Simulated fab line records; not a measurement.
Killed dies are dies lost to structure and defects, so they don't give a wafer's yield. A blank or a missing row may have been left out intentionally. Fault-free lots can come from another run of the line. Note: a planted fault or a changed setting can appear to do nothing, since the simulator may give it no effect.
Matching of chambers    flow nand_harc    NHARC_A_M1_DEP_33 on pecvd-01 has 3 sister chambers
The step deposits SiCN, target thk 30 nm. 3 wafers are shown with their chamber, then 9 later ones without.

EACH WAFER AND ITS CHAMBER
wafer   chamber  heater_power_w (W)
L085.3  2        483
L086.3  1        693
L086.6  0        695

WAFERS WITHOUT THEIR CHAMBER
wafer   heater_power_w (W)
L088.1  434
L088.2  640
L088.5  643
L093.3  666
L093.4  694
L093.6  630
L096.2  699
L096.3  688
L096.6  692

CHAMBER TAKEN BY EACH
wafer   from the rows above      in truth
L088.1  2                        2
L088.2  can't be placed: 1 or 0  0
L088.5  can't be placed: 1 or 0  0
L093.3  can't be placed: 1 or 0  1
L093.4  can't be placed: 0 or 1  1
L093.6  can't be placed: 1 or 0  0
L096.2  can't be placed: 0 or 1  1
L096.3  can't be placed: 1 or 0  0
L096.6  can't be placed: 1 or 0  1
Correct placement for 1 of the 9. Unplaceable from these rows: 8, with the true chamber sitting among the candidates in 8. 0 placed wrongly.
How it was worked out, from the rows above alone: a wafer's distance from a chamber is the root of the sum, over the readings, of the square of ((its reading less the chamber's mean) divided by the reading's scatter). If the next closest chamber is less than 2 further off than the closest, the wafer can't be placed; otherwise it belongs to the closest. Each chamber's mean is taken over the wafers shown for it. The scatter: root of mean squared gap, hidden wafer to nearest shown wafer, with one shown wafer a chamber.
